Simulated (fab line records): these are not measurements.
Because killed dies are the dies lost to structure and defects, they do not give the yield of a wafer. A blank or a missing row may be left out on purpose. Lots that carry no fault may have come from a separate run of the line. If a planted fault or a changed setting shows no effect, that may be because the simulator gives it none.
Matching of chambers :: flow n5Finfet :: 4 sister chambers for N5_BEOL_M12_ETCH_68 on rieDiel-04
The step etches SOC in N2/H2, time 285 s. 14 wafers are shown with their chamber, then 7 later ones without.

EACH WAFER AND ITS CHAMBER
wafer: L074.3
chamber: 0
showerheadPlenumPTorr (Torr): 2.71
throttleValvePct (%): 17.89
drypumpMotorCurrentA (A): 5.6

wafer: L074.5
chamber: 3
showerheadPlenumPTorr (Torr): 2.47
throttleValvePct (%): 17.22
drypumpMotorCurrentA (A): 6.1

wafer: L074.6
chamber: 2
showerheadPlenumPTorr (Torr): 2.52
throttleValvePct (%): 18.33
drypumpMotorCurrentA (A): 5.3

wafer: L076.1
chamber: 0
showerheadPlenumPTorr (Torr): 2.71
throttleValvePct (%): 17.86
drypumpMotorCurrentA (A): 5.6

wafer: L076.4
chamber: 2
showerheadPlenumPTorr (Torr): 2.52
throttleValvePct (%): 18.33
drypumpMotorCurrentA (A): 5.3

wafer: L076.6
chamber: 0
showerheadPlenumPTorr (Torr): 2.71
throttleValvePct (%): 17.87
drypumpMotorCurrentA (A): 5.6

wafer: L081.2
chamber: 3
showerheadPlenumPTorr (Torr): 2.46
throttleValvePct (%): 17.27
drypumpMotorCurrentA (A): 6.1

wafer: L081.4
chamber: 0
showerheadPlenumPTorr (Torr): 2.70
throttleValvePct (%): 17.91
drypumpMotorCurrentA (A): 5.6

wafer: L081.6
chamber: 0
showerheadPlenumPTorr (Torr): 2.70
throttleValvePct (%): 17.90
drypumpMotorCurrentA (A): 5.6

wafer: L084.1
chamber: 0
showerheadPlenumPTorr (Torr): 2.70
throttleValvePct (%): 17.92
drypumpMotorCurrentA (A): 5.6

wafer: L084.2
chamber: 3
showerheadPlenumPTorr (Torr): 2.46
throttleValvePct (%): 17.30
drypumpMotorCurrentA (A): 6.0

wafer: L084.5
chamber: 3
showerheadPlenumPTorr (Torr): 2.46
throttleValvePct (%): 17.29
drypumpMotorCurrentA (A): 6.0

wafer: L094.1
chamber: 1
showerheadPlenumPTorr (Torr): 2.60
throttleValvePct (%): 17.33
drypumpMotorCurrentA (A): 5.5

wafer: L094.2
chamber: 0
showerheadPlenumPTorr (Torr): 2.68
throttleValvePct (%): 17.99
drypumpMotorCurrentA (A): 5.6

SIGNATURES (means of the wafers above)
reading: showerheadPlenumPTorr
chamber 0: 2.7014
chamber 1: 2.6000
chamber 2: 2.5200
chamber 3: 2.4625
scatter within a chamber: 0.00872

reading: throttleValvePct
chamber 0: 17.9057
chamber 1: 17.3300
chamber 2: 18.3300
chamber 3: 17.2700
scatter within a chamber: 0.0384

reading: drypumpMotorCurrentA
chamber 0: 5.600
chamber 1: 5.500
chamber 2: 5.300
chamber 3: 6.050
scatter within a chamber: 0.0316
Rule: for a wafer and a chamber, the distance is found by dividing, reading by reading, the gap between the wafer's reading and the chamber's mean by the reading's scatter, squaring, summing and taking the root. If the next closest chamber is less than 2 further off than the closest, the wafer can't be placed; otherwise it belongs to the closest. The scatter: the root of (the sum of the squares of (reading less its chamber's mean) over the shown wafers, divided by (wafers less chambers)).

WAFERS WITH NO CHAMBER GIVEN
wafer: L094.3
showerheadPlenumPTorr (Torr): 2.50
throttleValvePct (%): 17.94
drypumpMotorCurrentA (A): 5.3

wafer: L095.3
showerheadPlenumPTorr (Torr): 2.45
throttleValvePct (%): 17.33
drypumpMotorCurrentA (A): 6.1

wafer: L095.5
showerheadPlenumPTorr (Torr): 2.68
throttleValvePct (%): 17.97
drypumpMotorCurrentA (A): 5.6

wafer: L095.6
showerheadPlenumPTorr (Torr): 2.45
throttleValvePct (%): 17.32
drypumpMotorCurrentA (A): 6.0

wafer: L097.2
showerheadPlenumPTorr (Torr): 2.68
throttleValvePct (%): 17.99
drypumpMotorCurrentA (A): 5.6

wafer: L097.4
showerheadPlenumPTorr (Torr): 2.50
throttleValvePct (%): 17.97
drypumpMotorCurrentA (A): 5.3

wafer: L097.5
showerheadPlenumPTorr (Torr): 2.60
throttleValvePct (%): 17.36
drypumpMotorCurrentA (A): 5.5

EACH ONE'S CHAMBER
wafer: L094.3
from the rows above: 2
in truth: 2

wafer: L095.3
from the rows above: 3
in truth: 3

wafer: L095.5
from the rows above: 0
in truth: 0

wafer: L095.6
from the rows above: 3
in truth: 3

wafer: L097.2
from the rows above: 0
in truth: 0

wafer: L097.4
from the rows above: 2
in truth: 2

wafer: L097.5
from the rows above: 1
in truth: 1
Placed correctly: 7 of 7. Left unplaced by these rows: 0. Placed wrongly: 0.
